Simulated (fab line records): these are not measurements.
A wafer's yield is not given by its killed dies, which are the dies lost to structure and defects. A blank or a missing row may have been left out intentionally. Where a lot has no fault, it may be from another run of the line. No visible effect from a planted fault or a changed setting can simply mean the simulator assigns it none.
fab line records	flow nand-harc
[record] lots = 6	wafers = 18	last-day = 24
route steps=1159 shown THIN_TSV@1107 END@1159
lots that met no fault: taken from a fault-free run of the same line
start-h: start of the lot's first displayed wafer, in hours after the record's first day	wait-h: how many hours have passed since the lot's step before this one	" the same as in the row above	L1.1+2: a row that stands for several wafers	- either no value or no given start	* or withheld: withheld	< > ~ a bound
route shown NAME@n: NAME is a module with steps in the file, n the number in the route of the first one	usual: mean/standard deviation taken from wafers without a fault	same: alike in all rows	chamber/n: place in a boat	sites: readings site by site	_std_site: their standard deviation	_edge_site: inner sites' mean taken away from outer sites' mean	radius-mm: how far each site lies from the wafer's centre	mask NAME#n: copy n	behind: the last tool/chamber to shape the wafer	hold: what put the lot on hold/how long, in hours/how the hold closed	device: whichever transistor did not switch (one of n, p or np)	end of line: at the end of the route, the tests of the same wafers	where a step has no rows: the recipe by itself	killed: dies that structure and defects cost at the first sort, which is not the same as the wafer's yield	map: a wafer's dies, x killed, . not, _ none there
set.NAME: setting as actually run; set.NAME@STEP: the setting as run at that earlier step	model.NAME: the simulator's own value behind a step, which no gauge read
lots at selected steps of the route; one table per step, one row per wafer
services: the hour from which a tool's chamber was out of use, counted from the record's first day as start-h (under 0 if before that day), plus the number of hours and why
[[steps]]
[step NHARC_THIN_TSV_DEP_43]
[recipe] target-thk-a = 13285	temp-c = withheld	pressure-torr = 6.5	rf-w = 900	teos-flow-sccm = 161.4	flow-sccm = 2650	target-thk-nm = 1328.5	gas = O2	material = SiO2
[usual] showerhead-vpp-V = 1805/88	throttle-valve-pct = 16.1/0.4
lot.wafer	tool	chamber	start-h	wait-h	showerhead-vpp-V	since-wet-clean-h	throttle-valve-pct
L951.3	pecvd-03	2	433.05	-	1722	128	16.5
L951.2	"	1	"	"	1820	128	15.9
L951.5	"	0	"	"	1950	-	16.3
L955.3	pecvd-02	1	476.99	-	1692	129	16.3
L955.1	"	2	"	"	1720	129	16.6
L955.4	"	0	"	"	1882	-	16.0
L959.2	pecvd-01	2	487.31	-	1888	56	15.2
L959.3	"	0	"	"	1784	56	16.4
L959.4	"	1	"	"	1920	-	16.1
L963.3	pecvd-03	0	524.68	-	1922	39	16.2
L963.1	"	1	"	"	1812	39	15.8
L963.5	"	1	"	"	1767	-	15.8
L969.2	pecvd-01	0	558.88	-	1742	128	16.6
L969.1	"	2	"	"	1865	128	15.6
L969.5	"	1	"	"	1945	-	16.5
L968.3	pecvd-02	1	560.08	-	1700	31	16.0
L968.2	"	2	"	"	1763	31	16.4
L968.6	"	1	"	"	1719	-	15.9
[step NHARC_THIN_TSV_DEHYDRATE_04]
[recipe] temp-c = 150	time-s = 120
[step NHARC_THIN_TSV_HMDS_05]
[recipe] time-s = 30
[step NHARC_THIN_TSV_COAT_06]
[recipe] spin-rpm = *
[step NHARC_THIN_TSV_SOFTBAKE_07]
[recipe] temp-c = 122	time-s = 95
[step NHARC_THIN_TSV_EBR_08]
[step NHARC_THIN_TSV_EXPOSE_09]
[recipe] na = 0.55	dose-mj = 30.7	mask-id = TSV
[step NHARC_THIN_TSV_PEB_10]
[recipe] peb-temp-c = 118	peb-time-s = 85
[step NHARC_THIN_TSV_DEVELOP_11]
[recipe] time-s = 70
[step NHARC_THIN_TSV_CD_MEAS_12]
[recipe] target-cd-nm = 1000	landing-energy-ev = 500
[usual] cd-nm = 999.3/2.8
lot.wafer	tool	chamber	start-h	wait-h	cd-nm
L951.2	cd-sem-03	0	433.90	-	1001.9
L951.3	"	0	"	"	1002.3
L951.5	"	0	"	"	1001.4
L955.1	cd-sem-01	0	477.77	-	996.7
L955.3	"	0	"	"	995.8
L955.4	"	0	"	"	997.6
L959.2	cd-sem-02	0	487.97	-	997.7
L959.3	"	0	"	"	997.9
L959.4	"	0	"	"	997.3
L963.1	cd-sem-01	0	525.51	-	1002.4
L963.3	"	0	"	"	1000.1
L963.5	"	0	"	"	1000.8
L969.1	cd-sem-03	0	559.71	-	999.8
L969.2	"	0	"	"	1001.4
L969.5	"	0	"	"	1003.9
L968.2	cd-sem-01	0	560.92	-	1001.9
L968.3	"	0	"	"	1003.6
L968.6	"	0	"	"	997.9
[step NHARC_THIN_TSV_HARDBAKE_13]
[recipe] temp-c = 125	time-s = 80
[step NHARC_THIN_TSV_DESCUM_14]
[recipe] time-s = 3	o2-flow-sccm = 200	ar-flow-sccm = 0	bias-power-w = 0	chemistry = O2
[usual] drypump-motor-current-A = 5.9/0.51	oes-product-au = 0.997/0.016	rf-vpp-V = 58.0/0.9	showerhead-plenum-p-Torr = 1.96/0.06	throttle-valve-pct = 11.312/0.0093
lot.wafer	tool	chamber	start-h	wait-h	drypump-motor-current-A	oes-product-au	rf-hours-counter-h	rf-vpp-V	showerhead-plenum-p-Torr	throttle-valve-pct
L951.3	rie-diel-11	0	434.06	-	4.9	0.995	4	57.8	2.03	11.326
L951.2	"	1	"	"	5.8	1.008	5	57.2	1.98	11.318
L951.5	"	0	"	"	4.9	1.006	-	58.4	2.03	11.309
L955.3	rie-diel-02	1	477.94	-	5.0	1.001	14	57.4	1.96	11.316
L955.4	"	2	"	"	6.2	0.983	15	56.5	1.95	11.316
L955.1	"	3	"	"	5.5	0.992	15	58.9	2.04	11.307
L959.3	rie-diel-02	3	488.13	-	5.5	1.003	16	58.9	2.04	11.316
L959.2	"	1	"	"	5.0	1.006	15	58.7	1.96	11.320
L959.4	"	2	"	"	6.2	0.981	16	57.7	1.95	11.305
L963.3	rie-diel-11	1	525.68	-	5.8	1.012	10	58.9	1.98	11.305
L963.1	"	2	"	"	6.5	1.004	9	56.6	1.94	11.301
L963.5	"	1	"	"	5.8	1.004	-	57.5	1.98	11.319
L969.1	rie-diel-02	2	559.88	-	6.2	0.993	6	59.4	1.95	11.301
L969.2	"	3	"	"	5.5	0.986	4	57.8	2.04	11.317
L969.5	"	3	"	"	5.5	0.975	-	58.6	2.03	11.329
L968.2	rie-diel-11	0	561.08	-	4.9	1.002	1	57.7	2.03	11.312
L968.3	"	2	"	"	6.5	0.989	1	57.8	1.94	11.317
L968.6	"	0	"	"	4.9	0.996	-	58.8	2.03	11.314
[step NHARC_THIN_TSV_ETCH_44]
[recipe] target-depth-a = 15942	time-s = 797.1	cf4-flow-sccm = 150	o2-flow-sccm = 10	ar-flow-sccm = 0	rf-w = 300	bias-w = 800	chemistry = CF4/O2
[usual] drypump-motor-current-A = 5.9/0.52	oes-product-au = 0.996/0.017	rf-fwd-power-W = 299.7/0.88	rf-vpp-V = 797/3.3	showerhead-plenum-p-Torr = 1.87/0.053	throttle-valve-pct = 16.915/0.0096
lot.wafer	tool	chamber	start-h	wait-h	drypump-motor-current-A	oes-product-au	rf-fwd-power-W	rf-hours-counter-h	rf-vpp-V	showerhead-plenum-p-Torr	throttle-valve-pct
L951.2	rie-diel-11	2	434.14	0.1	6.5	1.027	297.9	4	795	1.86	16.913
L951.3	"	1	"	"	5.8	1.020	300.1	5	799	1.89	16.928
L951.5	"	2	"	"	6.5	1.028	299.1	-	796	1.86	16.928
L955.3	rie-diel-02	3	478.02	0.1	5.5	0.921	265.2	15	801	1.94	16.895
L955.1	"	0	"	"	5.9	0.942	263.0	13	789	1.75	16.923
L955.4	"	2	"	"	6.2	0.918	264.7	15	797	1.87	16.928
L959.4	rie-diel-02	1	488.21	0.1	5.0	0.926	264.4	15	797	1.87	16.901
L959.3	"	2	"	"	6.3	0.900	263.0	16	794	1.87	16.927
L959.2	"	0	"	"	5.8	0.934	263.9	14	789	1.75	16.932
L963.1	rie-diel-11	3	525.78	0.1	6.6	0.958	301.6	10	798	1.88	16.894
L963.3	"	2	"	"	6.5	0.997	300.1	9	797	1.86	16.907
L963.5	"	2	"	"	6.5	1.006	300.3	-	797	1.86	16.924
L969.2	rie-diel-02	2	560.05	0.1	6.2	0.991	300.0	6	796	1.86	16.939
L969.1	"	3	"	"	5.5	0.980	300.1	4	800	1.94	16.912
L969.5	"	1	"	"	5.0	1.012	298.6	-	796	1.87	16.910
L968.2	rie-diel-11	3	561.16	0.1	6.6	0.984	299.7	1	796	1.87	16.915
L968.3	"	1	"	"	5.8	0.972	300.0	1	799	1.89	16.917
L968.6	"	0	"	"	4.9	0.992	299.8	-	801	1.94	16.937
[step NHARC_THIN_TSV_ETCH_15]
[recipe] target-depth-a = 30000	bosch-target-overetch-cycles = 2	bosch-etch-step-s = 2.8	bosch-dep-step-s = 1.2	bosch-cycles = 14
[usual] drypump-motor-current-A = 5.7/0.52
[same] bosch-etch-step-s = 2.8
lot.wafer	tool	chamber	start-h	wait-h	drypump-motor-current-A	rf-hours-counter-h
L951.2	rie-si-05	3	434.73	-	5.0	0.1
L951.3	"	1	"	"	5.8	0.2
L951.5	"	2	"	"	5.5	-
L955.1	rie-si-04	2	478.60	-	4.7	0.1
L955.3	"	3	"	"	5.9	0.2
L955.4	"	1	"	"	6.6	0.2
L959.2	rie-si-04	0	488.79	-	6.5	0.3
L959.3	"	2	"	"	4.7	0.2
L959.4	"	3	"	"	5.9	0.3
L963.1	rie-si-01	1	526.48	-	5.5	0.3
L963.3	"	3	"	"	5.8	0.3
L963.5	"	0	"	"	6.1	-
L969.2	rie-si-01	1	560.68	-	5.5	0.5
L969.1	"	2	"	"	5.4	0.5
L969.5	"	3	"	"	5.8	-
L968.2	rie-si-01	1	561.73	-	5.5	0.5
L968.3	"	2	"	"	5.4	0.6
L968.6	"	2	"	"	5.4	-
[step NHARC_END_SORT_01]
[recipe] temp-c = 25
[usual] defect-limited-yield = 95.7/1.2	killed-at-array = 25/7.8	killed-at-other = 0.6/0.81	killed-at-periphery = 3.3/2.2	killed-dies = 29/8.2	killed-open = 3.5/1.9	killed-short = 1.8/1.3	sort_bin_2_pct = 1.3/0.5	sort_bin_3_pct = 0.23/0.21	sort_bin_4_pct = 2.8/0.9	sort-n-pass = 648/8.2	sort-rim-yield-pct = 94.3/2.8	sort-yield-pct = 95.7/1.2
[same] gross-dies = 677	sort_bin_5_pct[%] = 0	sort_bin_6_pct[%] = 0	sort_bin_7_pct[%] = 0	sort_bin_8_pct[%] = 0	sort-rim-n-gross = 106.00
lot.wafer	tool	chamber	start-h	wait-h	defect-limited-yield[%]	killed-at-array	killed-at-other	killed-at-periphery	killed-dies	killed-open	killed-short	sort_bin_2_pct[%]	sort_bin_3_pct[%]	sort_bin_4_pct[%]	sort-n-pass	sort-rim-yield-pct[%]	sort-yield-pct[%]
L955.1	prober-02	0	498.01	2.5	96.3	16	6	3	25	1	0	1.5	0	2.2	652	88.7	96.3
L955.3	prober-02	0	499.62	3.1	95.0	23	3	8	34	1	1	1.6	0.15	3.2	643	92.5	95.0
L955.4	prober-02	0	500.43	3.4	94.5	31	1	5	37	2	1	1.8	0	3.7	640	92.5	94.5
L959.2	prober-01	0	503.54	2.8	96.6	19	1	3	23	0	3	0.4	0.30	2.7	654	92.5	96.6
L959.3	prober-01	0	504.35	3.1	95.9	24	3	1	28	4	4	1.2	0.59	2.4	649	94.3	95.9
L959.4	prober-01	0	505.15	3.4	96.3	20	1	4	25	4	1	1.3	0	2.4	652	90.6	96.3
L968.2	prober-02	0	575.32	2.8	94.2	36	1	2	39	4	3	2.5	0	3.2	638	94.3	94.2
L968.3	prober-02	0	576.13	3.1	93.5	38	1	5	44	9	4	2.2	0.30	4.0	633	94.3	93.5
L968.6	prober-02	0	578.55	4.0	94.1	38	0	2	40	1	2	1.6	0.44	3.8	637	95.3	94.1
// killed by level:class
L955.1 A_CHANNEL_HOLE_D1:chamber-film-flake=6 THIN_TSV:area-etch=6 P_STI:chamber-film-flake=3 A_WL_FILL:chamber-film-flake=3 A_STAIRCASE:chamber-film-flake=2 A_SLIT:chamber-film-flake=2 A_WL_FILL:geometric-particle:open=1 A_ZERO_WELL:chamber-film-flake=1
L955.3 A_CHANNEL_HOLE_D1:chamber-film-flake=11 P_STI:chamber-film-flake=6 A_CONTACT:chamber-film-flake=6 A_SLIT:chamber-film-flake=3 P_GATE:chamber-film-flake=2 THIN_TSV:area-etch=2 A_CHANNEL_HOLE_D1:geometric-particle:short=1 A_CHANNEL_FILL_D1:geometric-particle:open=1
L955.4 A_CHANNEL_HOLE_D1:chamber-film-flake=14 P_STI:chamber-film-flake=4 A_SLIT:chamber-film-flake=4 A_CHANNEL_FILL_D1:chamber-film-flake=3 A_CONTACT:chamber-film-flake=3 A_ZERO_WELL:chamber-film-flake=2 A_WL_FILL:chamber-film-flake=2 A_CHANNEL_HOLE_D1:geometric-particle:open=1
L959.2 A_CHANNEL_HOLE_D1:chamber-film-flake=14 A_CHANNEL_FILL_D1:geometric-particle:short=1 A_M0:geometric-particle:short=1 P_ZERO_WELL:chamber-film-flake=1 P_M1:chamber-film-flake=1 P_BONDPAD:chamber-film-flake=1 STARTING-WAFER:geometric-particle:short=1 A_STAIRCASE:chamber-film-flake=1
L959.3 A_CHANNEL_HOLE_D1:chamber-film-flake=16 A_WL_FILL:geometric-particle:short=2 THIN_TSV:area-etch=2 A_CHANNEL_FILL_D1:geometric-particle:open=1 A_CHANNEL_FILL_D1:geometric-particle:short=1 A_CONTACT:geometric-particle:short=1 A_CONTACT:geometric-particle:open=1 A_BLC:geometric-particle:open=1
L959.4 A_CHANNEL_HOLE_D1:chamber-film-flake=13 P_ZERO_WELL:chamber-film-flake=3 P_M0:geometric-particle:open=1 A_CHANNEL_HOLE_D1:geometric-particle:open=1 A_CHANNEL_FILL_D1:geometric-particle:open=1 A_WL_FILL:geometric-particle:short=1 A_BLC:geometric-particle:open=1 A_STAIRCASE:chamber-film-flake=1
L968.2 A_SLIT:chamber-film-flake=13 A_CHANNEL_HOLE_D1:chamber-film-flake=9 A_CONTACT:chamber-film-flake=4 A_STAIRCASE:chamber-film-flake=3 P_M0:geometric-particle:open=1 P_M0:geometric-particle:short=1 A_ONON_D1:geometric-particle:short=1 A_WL_FILL:geometric-particle:short=1
L968.3 A_SLIT:chamber-film-flake=16 A_CHANNEL_HOLE_D1:chamber-film-flake=7 A_STAIRCASE:chamber-film-flake=4 P_M0:geometric-particle:open=3 A_CONTACT:chamber-film-flake=3 A_CHANNEL_FILL_D1:geometric-particle:short=2 A_CONTACT:geometric-particle:open=2 P_STI:geometric-particle:short=1
L968.6 A_SLIT:chamber-film-flake=16 A_CONTACT:chamber-film-flake=8 A_CHANNEL_HOLE_D1:chamber-film-flake=6 A_STAIRCASE:chamber-film-flake=3 P_GATE:chamber-film-flake=2 A_SOURCE_PLATE:geometric-particle:short=1 A_CHANNEL_FILL_D1:geometric-particle:open=1 A_CHANNEL_FILL_D1:geometric-particle:short=1
[[services]]
tool	chamber	start-h	hours	kind
rie-diel-11	3	409.89	3.7	repair
rie-diel-11	-	414.90	0.6	repair
rie-si-05	-	416.00	9.0	pm
pecvd-01	-	418.24	13.0	pm
rie-si-04	3	419.02	2.8	repair
rie-diel-11	3	422.95	3.8	repair
rie-diel-11	-	433.26	0.3	repair
rie-diel-11	0	436.57	1.8	repair
pecvd-02	0	438.09	21.0	repair
rie-si-05	0	439.20	6.5	repair
rie-si-01	1	439.85	2.2	repair
rie-diel-11	0	448.48	8.8	repair
rie-si-01	0	448.58	23.6	repair
rie-si-04	-	453.00	9.0	pm
pecvd-03	-	473.00	13.0	pm
rie-si-01	-	481.00	9.0	pm
rie-si-01	0	497.44	24.7	repair
rie-diel-02	-	504.88	9.0	pm
pecvd-02	2	507.66	4.1	repair
pecvd-02	-	516.20	13.0	pm
rie-si-01	1	517.24	2.2	repair
rie-diel-11	-	543.66	9.0	pm
rie-diel-02	3	552.42	4.7	repair
rie-diel-02	0	552.71	7.3	repair
[[key]]
[first-sign] step = NHARC_THIN_TSV_ETCH_44	reading = rf-fwd-power-W	direction = down	sigmas = 40	usual = *	struck = *
[effect] step = NHARC_THIN_TSV_ETCH_44	reading = oes-product-au	direction = down	sigmas = 4.3	usual = 0.996	struck = 0.924
[effect] step = NHARC_END_SORT_01	reading = killed-at-other	direction = up	sigmas = 1.9	usual = 0.6	struck = 2.5	wafers-moved = 3
met-at NHARC_THIN_TSV_ETCH_44
struck-wafers L955.1,L955.3,L955.4,L959.2,L959.3,L959.4
[fault] kind = process-parameter-drift	tool = rie-diel-02	chamber = -	onset-h = 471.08	steps = NHARC_THIN_TSV_ETCH_44	channel = rf-w	offset = *	shape = step	end-h = 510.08	acts-in = *	stated = *
